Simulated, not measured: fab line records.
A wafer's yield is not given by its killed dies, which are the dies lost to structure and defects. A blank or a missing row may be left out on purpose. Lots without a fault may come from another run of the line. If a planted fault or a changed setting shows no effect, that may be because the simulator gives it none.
fab line records    flow n5-finfet
record lots=5  wafers=14  last-day=17
route steps=1938 shown FIN_SAQP@119 BEOL_M4@1111 PASSIVATION@1936
lots that met no fault: taken from a fault-free run of the same line
start-h: the number of hours between the record's first day and the start of the first shown wafer of the lot    wait-h: hours from the lot's prior step to this one    " same as the row above    L1.1+2: several wafers, shown together as one row    - no value, or no start was given    * or withheld: withheld    < > ~ a bound
route shown NAME@n: NAME is a module with steps in the file, n the number in the route of the first one    usual: mean/standard deviation of fault-free wafers    same: alike in all rows    chamber/n: place in a boat    sites: the reading at each site    _std_site: the standard deviation of these    _edge_site: the outer-site mean with the inner-site mean subtracted    radius-mm: for every site, how far away it sits from the centre of the wafer    mask NAME#n: copy n    behind: the last tool/chamber to shape the wafer    hold: why the lot was held/for how many hours/how that ended    device: the transistor (n, p or np) that didn't switch    end of line: the tests these same wafers got at the end of their route    for a step that has no rows: nothing shown but its recipe    killed: at the first sort, the dies lost to defects and structure; wafer yield is something else    map: a wafer's dies, x killed, . not, _ none there
set.NAME: setting as actually run; set.NAME@STEP: the setting as run at that earlier step    model.NAME: the simulator's own value behind a step, which no gauge read
lots seen at some steps along the route; tables by step, rows by wafer
services: from which hour (start-h, from the record's first day; less than 0 if before it) a tool's chamber was out of use, for how many hours, and why
## steps
# step N5_FIN_SAQP_STRIP_74
# recipe chemistry=CHF3/O2  resist=SiARC  rf-frequency-hz=6e+07
# step N5_FIN_SAQP_MANDREL_ETCH_22
# recipe target-depth-a=600  chemistry=HBr/Cl2  target=a-Si  stop-on=SiNx  bt-time-s=10  over-etch-frac=0.5  time-s=30  pressure-mtorr=10  icp-w=800  bias-w=75  HBr_flow_sccm=150  Cl2_flow_sccm=80  ends=end-point
# step N5_FIN_SAQP_STRIP_55
# recipe chemistry=N2/H2  power-w=500  temp-c=40  pressure-mtorr=50  rf-frequency-hz=6e+07  overash-fraction=0.3  bias-power-w=28  h2-frac=0.5  n2-flow-sccm=300  h2-flow-sccm=300
# step N5_FIN_SAQP_STRIP_23
# recipe chemistry=SPM  time-s=750  temp-c=130  h2so4-h2o2-vol-ratio=4
# step N5_FIN_SAQP_SRD_66
# recipe dry=ipa-marangoni  time-s=30  temp-c=23  rinse-liquid=diw
# step N5_FIN_SAQP_RECESS_75
# recipe chemistry=HF/NH3  target=SiO2  target-depth-a=144  afs-cycles=3  temp-c=30  sublimation-temp-c=180  sublimation-time-s=60
# step N5_FIN_SAQP_SPACER1_ALD_24
# recipe material=SiO2  target-thk-a=203  temp-c=300  ald-precursor-family=BDEAS  ald-co-reactant=O2-plasma  pulse-time-s=1  purge-time-s=2  co-reactant-purge-time-s=2  ald-cycles=218  pressure-torr=2
# step N5_FIN_SAQP_SPACER1_ETCHBACK_25
# recipe chemistry=CHF3/O2  mode=anisotropic-etchback  target=SiO2  target-depth-a=244  time-s=12.2  pressure-mtorr=30  source-w=650  bias-w=170  Ar_flow_sccm=200  CHF3_flow_sccm=50  O2_flow_sccm=5  ion-energy-ev=200
# step N5_FIN_SAQP_MANDREL1_REMOVE_56
# recipe chemistry=HBr/Cl2/O2  bt-time-s=10  target=a-Si  stop-on=SiNx  endpoint=OES-SiCl  over-etch-frac=1  icp-w=600  bias-w=22  HBr_flow_sccm=150  Cl2_flow_sccm=80  O2_flow_sccm=5  pressure-mtorr=10
# step N5_FIN_SAQP_ETCH_57
# recipe chemistry=CH3F/O2  target=SiNx  mask-material=SiO2  target-depth-a=325  time-s=46.4  pressure-mtorr=30  source-w=395  bias-w=73  Ar_flow_sccm=150  CH3F_flow_sccm=30  O2_flow_sccm=20  ion-energy-ev=120  ends=cleared
# step N5_FIN_SAQP_ETCH_65
# recipe chemistry=CF4  target=SiO2  target-depth-a=40  ion-energy-ev=350  time-s=4.4  pressure-mtorr=10  icp-w=800  bias-w=400  cf4-flow-sccm=80
# step N5_FIN_SAQP_MANDREL_ETCH_58
# recipe chemistry=HBr/Cl2  target=a-Si  target-depth-a=450  bt-time-s=10  stop-on=SiNx  mask-material=SiO2  over-etch-frac=0.8  time-s=27  pressure-mtorr=10  icp-w=800  bias-w=75  HBr_flow_sccm=150  Cl2_flow_sccm=80  ends=end-point
# usual HBr_flow_sccm=150.0/0.48  bias-w=74.98/0.22  drypump-motor-current-A=5.96/0.29  oes-product-au=0.695/0.014  throttle-valve-pct=35.5/0.31
lot.wafer  tool       chamber  start-h  wait-h  HBr_flow_sccm  bias-w  drypump-motor-current-A  oes-product-au  rf-hours-counter-h  throttle-valve-pct
L920.4     rie-si-06  1        72.47    0.0     149.9          74.92   5.55                     0.693           -                   35.8
L920.6     "          3        "        "       149.7          74.44   6.05                     0.684           -                   35.9
L929.3     rie-si-02  1        126.62   0.0     -              -       -                        -               -                   -
L929.5     "          3        "        "       -              -       -                        -               -                   -
L929.6     "          2        "        "       -              -       -                        -               -                   -
L930.1     rie-si-06  3        132.33   0.0     -              -       -                        -               -                   -
L930.5     "          2        "        "       -              -       -                        -               -                   -
L930.6     "          3        "        "       -              -       -                        -               -                   -
L931.1     rie-si-06  2        137.52   0.0     -              -       -                        -               -                   -
L931.2     "          3        "        "       -              -       -                        -               -                   -
L931.6     "          0        "        "       -              -       -                        -               -                   -
L933.1     rie-si-02  3        149.99   0.0     150.2          75.10   5.75                     0.705           190                 35.7
L933.2     "          1        "        "       149.3          75.19   6.05                     0.709           82                  35.6
L933.5     "          1        "        "       149.4          75.07   6.05                     0.716           -                   35.6
# step N5_FIN_SAQP_RECESS_63
# recipe chemistry=HF/NH3  target=SiO2  target-depth-a=180  afs-cycles=3  temp-c=30  sublimation-temp-c=180  sublimation-time-s=60
# step N5_FIN_SAQP_COAT_68
# recipe resist=SOC  temp-c=250  time-s=60  spin-rpm=1500  resist-thk-nm=100
# step N5_FIN_SAQP_ETCH_69
# recipe chemistry=N2/H2  target=SOC  target-depth-a=1500  stop-on=SiNx  ion-energy-ev=100  bias-w=61  pressure-mtorr=30  source-w=850  n2-flow-sccm=200  h2-flow-sccm=200
# usual bias-w=60.98/0.18  chamber-pressure-mTorr=30.000/0.027  drypump-motor-current-A=5.7/0.41  oes-product-au=0.82/0.093  rf-vpp-V=241.1/1.5  showerhead-plenum-p-Torr=2.57/0.1  throttle-valve-pct=17.8/0.3
lot.wafer  tool         chamber  start-h  wait-h  bias-w  chamber-pressure-mTorr  drypump-motor-current-A  oes-product-au  rf-hours-counter-h  rf-vpp-V  showerhead-plenum-p-Torr  throttle-valve-pct
L920.4     rie-diel-03  3        73.00    -       61.11   30.006                  5.6                      0.91            -                   239.7     2.61                      17.6
L920.6     "            0        "        "       60.92   29.982                  6.1                      0.86            -                   241.7     2.58                      18.1
L929.3     rie-diel-06  1        127.15   -       60.98   29.984                  6.1                      0.31            85                  240.4     2.45                      17.6
L929.5     "            1        "        "       61.02   30.029                  6.1                      0.30            -                   241.1     2.45                      17.6
L929.6     "            0        "        "       60.92   29.986                  6.1                      0.32            -                   242.4     2.71                      17.4
L930.1     rie-diel-02  3        132.98   -       60.83   30.020                  4.9                      0.31            68                  241.1     2.58                      17.4
L930.5     "            3        "        "       60.70   29.988                  4.9                      0.32            -                   241.7     2.59                      17.4
L930.6     "            2        "        "       60.93   29.994                  5.5                      0.26            -                   238.9     2.50                      17.9
L931.1     rie-diel-03  2        138.05   -       61.01   29.998                  5.5                      0.35            23                  242.1     2.72                      18.1
L931.2     "            3        "        "       61.31   29.976                  5.6                      0.32            40                  240.5     2.60                      17.6
L931.6     "            1        "        "       61.31   30.004                  5.6                      0.36            -                   243.1     2.70                      17.4
L933.1     rie-diel-03  1        150.52   -       61.29   30.030                  5.6                      0.92            9                   243.2     2.70                      17.4
L933.2     "            3        "        "       60.70   30.001                  5.6                      0.84            44                  240.7     2.59                      17.7
L933.5     "            3        "        "       60.90   30.012                  5.6                      0.85            -                   240.2     2.59                      17.7
# step N5_FIN_SAQP_ETCH_67
# recipe chemistry=CH3F/O2  target=SiNx  target-depth-a=300  mask-material=SOC  pressure-mtorr=30  source-w=395  bias-w=73  Ar_flow_sccm=150  CH3F_flow_sccm=30  O2_flow_sccm=20  ion-energy-ev=120
# usual CH3F_flow_sccm=30.00/0.091  O2_flow_sccm=20.00/0.058  drypump-motor-current-A=5.7/0.4  mfc-ar-sccm=150.1/0.46  oes-product-au=0.83/0.098  rf-vpp-V=297/7.3  showerhead-plenum-p-Torr=2.02/0.078  throttle-valve-pct=16.3/0.31
lot.wafer  tool         chamber  start-h  wait-h  CH3F_flow_sccm  O2_flow_sccm  drypump-motor-current-A  mfc-ar-sccm  oes-product-au  rf-hours-counter-h  rf-vpp-V  showerhead-plenum-p-Torr  throttle-valve-pct
L920.4     rie-diel-03  3        73.05    0.0     30.07           19.98         5.7                      149.3        0.94            -                   313       2.05                      16.0
L920.6     "            0        "        "       29.95           19.99         6.1                      149.8        0.86            -                   293       2.04                      16.6
L929.3     rie-diel-06  1        127.21   0.0     30.00           19.97         6.1                      149.7        0.30            85                  298       1.94                      16.2
L929.5     "            1        "        "       29.99           20.00         6.1                      150.2        0.30            -                   297       1.94                      16.2
L929.6     "            0        "        "       30.04           20.03         6.1                      149.6        0.33            -                   304       2.12                      15.8
L930.1     rie-diel-02  3        133.04   0.0     30.03           19.87         4.9                      149.4        0.31            69                  294       2.04                      16.0
L930.5     "            3        "        "       29.91           19.99         4.9                      149.4        0.31            -                   295       2.04                      16.0
L930.6     "            2        "        "       30.01           19.96         5.6                      150.5        0.26            -                   299       1.97                      16.4
L931.1     rie-diel-03  2        138.11   0.0     30.07           19.93         5.5                      150.5        0.35            23                  291       2.12                      16.3
L931.2     "            3        "        "       29.94           19.99         5.7                      150.2        0.33            40                  312       2.04                      16.0
L931.6     "            1        "        "       30.00           20.11         5.6                      150.7        0.36            -                   290       2.12                      16.0
L933.1     rie-diel-03  1        150.58   0.0     29.81           20.02         5.7                      149.5        0.94            9                   290       2.12                      16.1
L933.2     "            3        "        "       30.11           20.04         5.6                      150.0        0.87            44                  314       2.03                      16.1
L933.5     "            3        "        "       30.22           20.10         5.6                      150.1        0.86            -                   310       2.03                      16.1
# step N5_FIN_SAQP_STRIP_70
# recipe chemistry=N2/H2  power-w=500  temp-c=40  pressure-mtorr=50  rf-frequency-hz=6e+07  overash-fraction=0.3  bias-power-w=28  h2-frac=0.5  n2-flow-sccm=300  h2-flow-sccm=300
# step N5_FIN_SAQP_RECESS_71
# recipe chemistry=HF/NH3  target=SiO2  target-depth-a=30  afs-cycles=1  temp-c=30  sublimation-temp-c=180  sublimation-time-s=60
# step N5_FIN_SAQP_SPACER2_ALD_28
# recipe material=SiO2  target-thk-a=81  temp-c=300  ald-precursor-family=BDEAS  ald-co-reactant=O2-plasma  pulse-time-s=1  purge-time-s=2  co-reactant-purge-time-s=2  pressure-torr=2
# step N5_FIN_SAQP_SPACER2_ETCHBACK_29
# recipe chemistry=CHF3/O2  mode=anisotropic-etchback  target=SiO2  target-depth-a=122  time-s=6.1  pressure-mtorr=30  source-w=650  bias-w=170  Ar_flow_sccm=200  CHF3_flow_sccm=50  O2_flow_sccm=5  ion-energy-ev=200
# usual drypump-motor-current-A=5.7/0.46  mfc-ar-sccm=200.0/0.6  oes-product-au=0.82/0.099  rf-vpp-V=526/9  showerhead-plenum-p-Torr=2.44/0.074  throttle-valve-pct=18.78/0.28
lot.wafer  tool         chamber  start-h  wait-h  drypump-motor-current-A  mfc-ar-sccm  oes-product-au  rf-hours-counter-h  rf-vpp-V  showerhead-plenum-p-Torr  throttle-valve-pct
L920.4     rie-diel-06  3        73.63    0.2     5.8                      200.4        0.88            -                   525       2.55                      18.68
L920.6     "            1        "        "       6.1                      200.3        0.83            -                   522       2.34                      18.79
L929.3     rie-diel-02  3        128.13   0.2     4.9                      199.6        0.31            67                  519       2.45                      18.42
L929.5     "            0        "        "       6.5                      200.3        0.36            -                   521       2.38                      18.98
L929.6     "            3        "        "       4.9                      198.6        0.31            -                   518       2.45                      18.41
L930.1     rie-diel-02  3        133.65   0.2     4.9                      199.6        0.31            69                  517       2.45                      18.41
L930.5     "            2        "        "       5.6                      199.9        0.25            -                   527       2.38                      18.88
L930.6     "            1        "        "       5.7                      200.2        0.26            -                   535       2.47                      18.76
L931.1     rie-diel-06  1        138.79   0.2     6.1                      199.8        0.30            92                  522       2.33                      18.70
L931.2     "            0        "        "       6.1                      200.5        0.32            40                  539       2.54                      18.29
L931.6     "            0        "        "       6.1                      199.0        0.32            -                   537       2.54                      18.27
L933.1     rie-diel-02  0        151.15   0.2     6.5                      201.2        0.96            14                  520       2.38                      19.10
L933.2     "            2        "        "       5.6                      200.1        0.69            237                 526       2.37                      19.01
L933.5     "            1        "        "       5.7                      201.3        0.70            -                   535       2.47                      18.89
# step N5_FIN_SAQP_MANDREL2_REMOVE_60
# recipe chemistry=HBr/Cl2/O2  bt-time-s=10  target=a-Si  stop-on=SiNx  endpoint=OES-SiCl  over-etch-frac=1  icp-w=600  bias-w=22  HBr_flow_sccm=150  Cl2_flow_sccm=80  O2_flow_sccm=5  pressure-mtorr=10
# step N5_BEOL_M4_RC_MEAS_101
# usual DIBL_N=36.3/1.6  DIBL_P=36.2/2  IOFF_N=0.160/0.028  IOFF_P=0.21/0.036  ION_N=677/11  ION_P=465/6.9  SS_N=71.5/0.55  SS_P=73.3/0.64  VT_N=250/3  VT_P=-250/3.5
lot.wafer  tool       chamber  start-h  wait-h  DIBL_N[mV/V]  DIBL_P[mV/V]  IOFF_N[nA/um]  IOFF_P[nA/um]  ION_N[uA/um]  ION_P[uA/um]  SS_N[mV/dec]  SS_P[mV/dec]  VT_N[mV]  VT_P[mV]
L920.4     prober-01  0        223.33   0.5     34.3          33.7          0.126          0.21           648           454           70.7          73.1          254       -246
L920.6     "          0        "        "       36.0          35.9          0.153          0.24           677           475           71.0          73.1          249       -244
L933.1     prober-02  0        300.11   0.0     33.7          34.0          0.133          0.18           688           476           71.1          72.9          251       -252
L933.2     "          0        "        "       36.8          37.3          0.173          0.23           677           471           71.3          73.4          249       -247
L933.5     "          0        "        "       34.8          35.1          0.150          0.20           670           464           71.4          73.5          250       -247
# step N5_PASSIVATION_PROBE_49
# usual defect-limited-yield=91.2/1.5  killed_at_M0_to_M3=36/10  killed_at_M4_up=13/6  killed-at-contacts=11/5.2  killed-at-front-end=40/11  killed-at-other=3.1/2.9  killed-dies=104/17  killed-on-rim=14/3.6  killed-open=66/12  killed-short=34/7.7  sort_bin_5_function=5.1/0.91  sort_bin_6_memory=3.2/0.67  sort_bin_8_speed=0.00/0.0074  sort-n-pass=1076/17  sort-yield-pct=91.2/1.5
# same gross-dies=1180  killed-at-back-side=0  sort_bin_4_leakage[%]=0
lot.wafer  tool       chamber  start-h  wait-h  defect-limited-yield[%]  killed_at_M0_to_M3  killed_at_M4_up  killed-at-contacts  killed-at-front-end  killed-at-other  killed-dies  killed-on-rim  killed-open  killed-short  sort_bin_5_function[%]  sort_bin_6_memory[%]  sort_bin_8_speed[%]  sort-n-pass  sort-yield-pct[%]
L929.3     prober-01  -        374.79   0.1     0                        44                  22               4                   1110                 0                1180         152            65           38            96.0                    3.5                   0                    0            0
L929.5     prober-01  -        374.89   0.2     0                        41                  12               25                  1102                 0                1180         152            90           43            95.2                    4.4                   0                    0            0
L929.6     prober-01  -        374.94   0.3     0                        24                  5                4                   1147                 0                1180         152            58           34            96.6                    3.0                   0                    0            0
L930.1     prober-01  -        388.67   0.0     0                        32                  4                11                  1131                 2                1180         152            60           43            96.6                    2.9                   0                    0            0
L930.5     prober-01  -        388.87   0.2     0                        40                  8                8                   1121                 3                1180         152            59           38            96.9                    2.7                   0                    0            0
L930.6     prober-01  -        388.92   0.3     0                        51                  2                20                  1105                 2                1180         152            81           37            95.9                    3.8                   0                    0            0
L931.1     prober-02  -        389.66   0.0     0                        22                  20               7                   1122                 9                1180         152            66           38            95.9                    3.8                   0                    0            0
L931.2     prober-02  -        389.71   0.1     0                        18                  33               8                   1117                 4                1180         152            63           45            96.9                    2.8                   0                    0            0
L931.6     prober-02  -        389.91   0.3     0                        13                  19               19                  1125                 4                1180         152            56           30            97.1                    2.5                   0                    0            0
L933.1     prober-02  -        403.02   0.0     92.5                     22                  7                5                   52                   3                89           12             57           32            4.4                     2.6                   0                    1091         92.5
L933.2     prober-02  -        403.07   0.1     91.9                     19                  15               2                   54                   5                95           12             62           33            5.1                     2.9                   0                    1085         91.9
L933.5     prober-02  -        403.22   0.2     93.8                     25                  10               7                   31                   0                73           10             48           25            3.9                     2.2                   0                    1107         93.8
# killed by level:class
L929.3 FIN_SAQP:area-etch=1076 STI_FIN_REVEAL:geometric-particle:open=12 BEOL_M0_SAQP:geometric-particle:short=10 BEOL_M0_SAQP:geometric-particle:open=9 FIN_SAQP:geometric-particle:short=7 BEOL_M1:geometric-particle:open=7 BEOL_M3:geometric-particle:open=6 BEOL_M6:geometric-particle:open=6
L929.5 FIN_SAQP:area-etch=1047 MOL_CONTACT_COAG:geometric-particle:open=23 STI_FIN_REVEAL:geometric-particle:open=14 FIN_SAQP:geometric-particle:open=10 FIN_SAQP:geometric-particle:short=10 BEOL_M3:geometric-particle:open=10 BEOL_M0_SAQP:geometric-particle:short=8 GATE_CUT:geometric-particle:short=7
L929.6 FIN_SAQP:area-etch=1087 STI_FIN_REVEAL:geometric-particle:open=15 FIN_SAQP:geometric-particle:short=12 FIN_SAQP:geometric-particle:open=11 BEOL_M0_SAQP:geometric-particle:open=6 BEOL_M0_SAQP:geometric-particle:short=6 DUMMY_GATE:geometric-particle:open=4 BEOL_M3:geometric-particle:open=4
L930.1 FIN_SAQP:area-etch=1077 FIN_SAQP:geometric-particle:open=23 FIN_SAQP:geometric-particle:short=19 BEOL_M0_SAQP:geometric-particle:short=11 MOL_CONTACT_COAG:geometric-particle:open=10 BEOL_M0_SAQP:geometric-particle:open=10 BEOL_M3:geometric-particle:open=4 DUMMY_GATE:geometric-particle:short=3
L930.5 FIN_SAQP:area-etch=1081 FIN_SAQP:geometric-particle:short=14 BEOL_M0_SAQP:geometric-particle:open=14 BEOL_M0_SAQP:geometric-particle:short=13 FIN_SAQP:geometric-particle:open=12 MOL_CONTACT_COAG:geometric-particle:open=7 BEOL_M2:geometric-particle:open=7 BEOL_M4:geometric-particle:open=5
L930.6 FIN_SAQP:area-etch=1060 MOL_CONTACT_COAG:geometric-particle:open=18 BEOL_M0_SAQP:geometric-particle:open=16 FIN_SAQP:geometric-particle:open=14 BEOL_M0_SAQP:geometric-particle:short=10 FIN_SAQP:geometric-particle:short=9 BEOL_M2:geometric-particle:open=9 BEOL_M1:geometric-particle:open=5
L931.1 FIN_SAQP:area-etch=1075 FIN_SAQP:geometric-particle:open=9 DUMMY_GATE:geometric-particle:open=7 BEOL_M2:geometric-particle:open=7 STI_FIN_REVEAL:geometric-particle:open=6 ILD0:geometric-particle:short=6 BEOL_M4:geometric-particle:open=6 BEOL_M0_SAQP:geometric-particle:open=5
L931.2 FIN_SAQP:area-etch=1072 BEOL_M4:geometric-particle:open=11 FIN_SAQP:geometric-particle:short=8 STI_FIN_REVEAL:geometric-particle:short=7 BEOL_M2:geometric-particle:open=6 FIN_SAQP:geometric-particle:open=5 STI_FIN_REVEAL:geometric-particle:open=5 MOL_CONTACT_COAG:geometric-particle:open=5
L931.6 FIN_SAQP:area-etch=1093 MOL_CONTACT_COAG:geometric-particle:open=16 FIN_SAQP:geometric-particle:open=7 ILD0:geometric-particle:short=6 ILD0:geometric-particle:open=5 BEOL_M4:geometric-particle:open=4 BEOL_M5:geometric-particle:short=4 BEOL_M6:geometric-particle:open=4
L933.1 FIN_SAQP:geometric-particle:open=17 FIN_SAQP:geometric-particle:short=10 STI_FIN_REVEAL:geometric-particle:open=7 BEOL_M3:geometric-particle:open=6 BEOL_M2:geometric-particle:open=5 MOL_CONTACT_COAG:geometric-particle:open=4 BEOL_M0_SAQP:geometric-particle:short=4 BEOL_M4:geometric-particle:open=4
L933.2 FIN_SAQP:geometric-particle:open=13 FIN_SAQP:geometric-particle:short=11 BEOL_M4:geometric-particle:open=9 GATE_CUT:geometric-particle:short=8 BEOL_M1:geometric-particle:open=5 BEOL_M2:geometric-particle:open=5 BEOL_M4:geometric-particle:short=5 STI_FIN_REVEAL:geometric-particle:open=4
L933.5 FIN_SAQP:geometric-particle:short=9 FIN_SAQP:geometric-particle:open=6 BEOL_M0_SAQP:geometric-particle:open=6 MOL_CONTACT_COAG:geometric-particle:open=5 BEOL_M4:geometric-particle:open=5 BEOL_M3:geometric-particle:open=5 BEOL_M0_SAQP:geometric-particle:short=4 BEOL_M1:geometric-particle:open=4
# map L929.3 (x killed, . not)
_________________xxxxxxxxxxxx________________
______________xxxxxxxxxxxxxxxxxx_____________
___________xxxxxxxxxxxxxxxxxxxxxxxx__________
__________xxxxxxxxxxxxxxxxxxxxxxxxxx_________
________xxxxxxxxxxxxxxxxxxxxxxxxxxxxxx_______
_______xxxxxxxxxxxxxxxxxxxxxxxxxxxxxxxx______
______xxxxxxxxxxxxxxxxxxxxxxxxxxxxxxxxxx_____
_____xxxxxxxxxxxxxxxxxxxxxxxxxxxxxxxxxxxx____
____xxxxxxxxxxxxxxxxxxxxxxxxxxxxxxxxxxxxxx___
___xxxxxxxxxxxxxxxxxxxxxxxxxxxxxxxxxxxxxxxx__
___xxxxxxxxxxxxxxxxxxxxxxxxxxxxxxxxxxxxxxxx__
__xxxxxxxxxxxxxxxxxxxxxxxxxxxxxxxxxxxxxxxxxx_
__xxxxxxxxxxxxxxxxxxxxxxxxxxxxxxxxxxxxxxxxxx_
_xxxxxxxxxxxxxxxxxxxxxxxxxxxxxxxxxxxxxxxxxxxx
_xxxxxxxxxxxxxxxxxxxxxxxxxxxxxxxxxxxxxxxxxxxx
_xxxxxxxxxxxxxxxxxxxxxxxxxxxxxxxxxxxxxxxxxxxx
_xxxxxxxxxxxxxxxxxxxxxxxxxxxxxxxxxxxxxxxxxxxx
_xxxxxxxxxxxxxxxxxxxxxxxxxxxxxxxxxxxxxxxxxxxx
_xxxxxxxxxxxxxxxxxxxxxxxxxxxxxxxxxxxxxxxxxxxx
_xxxxxxxxxxxxxxxxxxxxxxxxxxxxxxxxxxxxxxxxxxxx
_xxxxxxxxxxxxxxxxxxxxxxxxxxxxxxxxxxxxxxxxxxxx
__xxxxxxxxxxxxxxxxxxxxxxxxxxxxxxxxxxxxxxxxxx_
__xxxxxxxxxxxxxxxxxxxxxxxxxxxxxxxxxxxxxxxxxx_
___xxxxxxxxxxxxxxxxxxxxxxxxxxxxxxxxxxxxxxxx__
___xxxxxxxxxxxxxxxxxxxxxxxxxxxxxxxxxxxxxxxx__
____xxxxxxxxxxxxxxxxxxxxxxxxxxxxxxxxxxxxxx___
_____xxxxxxxxxxxxxxxxxxxxxxxxxxxxxxxxxxxx____
______xxxxxxxxxxxxxxxxxxxxxxxxxxxxxxxxxx_____
_______xxxxxxxxxxxxxxxxxxxxxxxxxxxxxxxx______
________xxxxxxxxxxxxxxxxxxxxxxxxxxxxxx_______
__________xxxxxxxxxxxxxxxxxxxxxxxxxx_________
___________xxxxxxxxxxxxxxxxxxxxxxxx__________
______________xxxxxxxxxxxxxxxxxx_____________
_________________xxxxxxxxxxxx________________
# map L930.1 (x killed, . not)
_________________xxxxxxxxxxxx________________
______________xxxxxxxxxxxxxxxxxx_____________
___________xxxxxxxxxxxxxxxxxxxxxxxx__________
__________xxxxxxxxxxxxxxxxxxxxxxxxxx_________
________xxxxxxxxxxxxxxxxxxxxxxxxxxxxxx_______
_______xxxxxxxxxxxxxxxxxxxxxxxxxxxxxxxx______
______xxxxxxxxxxxxxxxxxxxxxxxxxxxxxxxxxx_____
_____xxxxxxxxxxxxxxxxxxxxxxxxxxxxxxxxxxxx____
____xxxxxxxxxxxxxxxxxxxxxxxxxxxxxxxxxxxxxx___
___xxxxxxxxxxxxxxxxxxxxxxxxxxxxxxxxxxxxxxxx__
___xxxxxxxxxxxxxxxxxxxxxxxxxxxxxxxxxxxxxxxx__
__xxxxxxxxxxxxxxxxxxxxxxxxxxxxxxxxxxxxxxxxxx_
__xxxxxxxxxxxxxxxxxxxxxxxxxxxxxxxxxxxxxxxxxx_
_xxxxxxxxxxxxxxxxxxxxxxxxxxxxxxxxxxxxxxxxxxxx
_xxxxxxxxxxxxxxxxxxxxxxxxxxxxxxxxxxxxxxxxxxxx
_xxxxxxxxxxxxxxxxxxxxxxxxxxxxxxxxxxxxxxxxxxxx
_xxxxxxxxxxxxxxxxxxxxxxxxxxxxxxxxxxxxxxxxxxxx
_xxxxxxxxxxxxxxxxxxxxxxxxxxxxxxxxxxxxxxxxxxxx
_xxxxxxxxxxxxxxxxxxxxxxxxxxxxxxxxxxxxxxxxxxxx
_xxxxxxxxxxxxxxxxxxxxxxxxxxxxxxxxxxxxxxxxxxxx
_xxxxxxxxxxxxxxxxxxxxxxxxxxxxxxxxxxxxxxxxxxxx
__xxxxxxxxxxxxxxxxxxxxxxxxxxxxxxxxxxxxxxxxxx_
__xxxxxxxxxxxxxxxxxxxxxxxxxxxxxxxxxxxxxxxxxx_
___xxxxxxxxxxxxxxxxxxxxxxxxxxxxxxxxxxxxxxxx__
___xxxxxxxxxxxxxxxxxxxxxxxxxxxxxxxxxxxxxxxx__
____xxxxxxxxxxxxxxxxxxxxxxxxxxxxxxxxxxxxxx___
_____xxxxxxxxxxxxxxxxxxxxxxxxxxxxxxxxxxxx____
______xxxxxxxxxxxxxxxxxxxxxxxxxxxxxxxxxx_____
_______xxxxxxxxxxxxxxxxxxxxxxxxxxxxxxxx______
________xxxxxxxxxxxxxxxxxxxxxxxxxxxxxx_______
__________xxxxxxxxxxxxxxxxxxxxxxxxxx_________
___________xxxxxxxxxxxxxxxxxxxxxxxx__________
______________xxxxxxxxxxxxxxxxxx_____________
_________________xxxxxxxxxxxx________________
## services
tool         chamber  start-h  hours  kind
rie-diel-03  2        51.54    -      clean
rie-diel-03  2        51.54    -      consumable-replace:focus-ring
rie-diel-03  2        51.54    -      consumable-replace:showerhead
rie-diel-03  2        51.54    30.8   scheduled-down
rie-diel-03  2        51.54    30.8   vent-cycle
rie-diel-06  2        52.54    19.3   repair
rie-si-06    2        64.87    7.6    repair
rie-diel-03  -        65.45    0.9    repair
rie-diel-06  2        72.52    -      clean
rie-diel-02  0        77.36    -      clean
rie-diel-02  0        77.36    -      consumable-replace:focus-ring
rie-diel-02  0        77.36    29.5   scheduled-down
rie-diel-02  0        77.36    29.5   vent-cycle
rie-diel-02  -        84.41    2.8    pm
rie-diel-06  1        86.68    6.4    repair
rie-diel-06  3        86.70    63.1   repair
rie-diel-06  2        88.79    6.8    repair
rie-diel-06  -        92.52    4.2    repair
rie-diel-03  1        96.15    -      clean
rie-diel-03  1        96.15    -      consumable-replace:focus-ring
rie-diel-03  1        96.15    -      consumable-replace:showerhead
rie-diel-03  1        96.15    24.7   scheduled-down
rie-diel-03  1        96.15    24.7   vent-cycle
rie-si-06    3        115.79   12.2   repair
## key
first-sign step=N5_FIN_SAQP_MANDREL_ETCH_58  reading=tool-record  direction=missing
effect step=N5_FIN_SAQP_ETCH_69  reading=oes-product-au  direction=down  sigmas=5.4  usual=0.82  struck=0.32
effect step=N5_FIN_SAQP_ETCH_67  reading=oes-product-au  direction=down  sigmas=5.2  usual=0.83  struck=0.32
effect step=N5_FIN_SAQP_SPACER2_ETCHBACK_29  reading=oes-product-au  direction=down  sigmas=5.1  usual=0.82  struck=0.31
effect step=N5_PASSIVATION_PROBE_49  reading=sort_bin_5_function  direction=up  sigmas=99+  usual=5.1  struck=96.3
more-kills-born-at N5_FIN_SAQP_MANDREL_ETCH_58@rie-si-06=6447  N5_FIN_SAQP_MANDREL_ETCH_58@rie-si-02=3206
met-at N5_FIN_SAQP_MANDREL_ETCH_58
struck-wafers L929.3,L929.5,L929.6,L930.1,L930.5,L930.6,L931.1,L931.2,L931.6
later-rows-left-out L929.3,L929.5,L929.6,L930.1,L930.5,L930.6,L931.1,L931.2,L931.6
onset-between 72.47 126.62
fault kind=skipped-step-whole  tool=rie-si-02,rie-si-06  chamber=-  onset-h=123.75  steps=N5_FIN_SAQP_MANDREL_ETCH_58  scope=struck-lots-only
# later-rows-left-out: the simulator's readings of these wafers behind a module that went badly wrong aren't trusted and aren't shown, but for the sort
